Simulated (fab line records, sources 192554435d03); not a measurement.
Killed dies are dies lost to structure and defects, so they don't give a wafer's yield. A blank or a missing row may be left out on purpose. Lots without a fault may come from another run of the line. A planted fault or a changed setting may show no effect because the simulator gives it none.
Chamber matching | flow n5_finfet | N5_BEOL_M6_STRIP_19 on rie_diel-06: 4 sister chambers
The step strips in O2. 14 wafers are shown with their chamber, then 7 later ones without.

WAFERS WITH THEIR CHAMBER
wafer  | chamber | drypump_motor_current_A (A) | showerhead_plenum_p_Torr (Torr) | throttle_valve_pct (%)
L074.4 | 0       | 6.2                         | 2.04                            | 16.64
L074.5 | 3       | 6.6                         | 2.12                            | 16.83
L074.6 | 2       | 5.5                         | 2.02                            | 16.57
L075.2 | 2       | 5.4                         | 2.02                            | 16.60
L075.4 | 0       | 6.2                         | 2.04                            | 16.65
L075.6 | 1       | 4.8                         | 2.03                            | 16.96
L078.2 | 3       | 6.6                         | 2.12                            | 16.84
L078.5 | 1       | 4.8                         | 2.02                            | 16.98
L078.6 | 2       | 5.4                         | 2.01                            | 16.63
L079.3 | 2       | 5.4                         | 2.01                            | 16.60
L079.4 | 0       | 6.3                         | 2.03                            | 16.68
L079.5 | 3       | 6.6                         | 2.12                            | 16.85
L089.2 | 3       | 6.6                         | 2.11                            | 16.89
L089.3 | 2       | 5.4                         | 2.01                            | 16.64

SIGNATURES (means of the wafers above)
reading                  | chamber 0 | chamber 1 | chamber 2 | chamber 3 | scatter within a chamber
drypump_motor_current_A  | 6.233     | 4.800     | 5.420     | 6.600     | 0.0383
showerhead_plenum_p_Torr | 2.0367    | 2.0250    | 2.0140    | 2.1175    | 0.00558
throttle_valve_pct       | 16.6567   | 16.9700   | 16.6080   | 16.8525   | 0.0249
Rule: a wafer's distance from a chamber is the root of the sum, over the readings, of the square of ((its reading less the chamber's mean) divided by the reading's scatter). The wafer belongs to the nearest chamber; if the next one is less than 2 further off, it can't be placed. The scatter: the root of (the sum of the squares of (reading less its chamber's mean) over the shown wafers, divided by (wafers less chambers)).

WAFERS WITHOUT THEIR CHAMBER
wafer  | drypump_motor_current_A (A) | showerhead_plenum_p_Torr (Torr) | throttle_valve_pct (%)
L089.5 | 4.8                         | 2.02                            | 17.01
L091.1 | 5.4                         | 2.01                            | 16.64
L091.2 | 6.2                         | 2.02                            | 16.71
L091.3 | 4.8                         | 2.02                            | 17.00
L096.1 | 6.6                         | 2.11                            | 16.91
L096.2 | 5.4                         | 2.00                            | 16.69
L096.4 | 6.2                         | 2.02                            | 16.73

WHICH CHAMBER EACH WENT THROUGH
wafer  | from the rows above | in truth
L089.5 | 1                   | 1
L091.1 | 2                   | 2
L091.2 | 0                   | 0
L091.3 | 1                   | 1
L096.1 | 3                   | 3
L096.2 | 2                   | 2
L096.4 | 0                   | 0
Placed correctly: 7 of 7. Can't be placed from these rows: 0. Placed wrongly: 0.
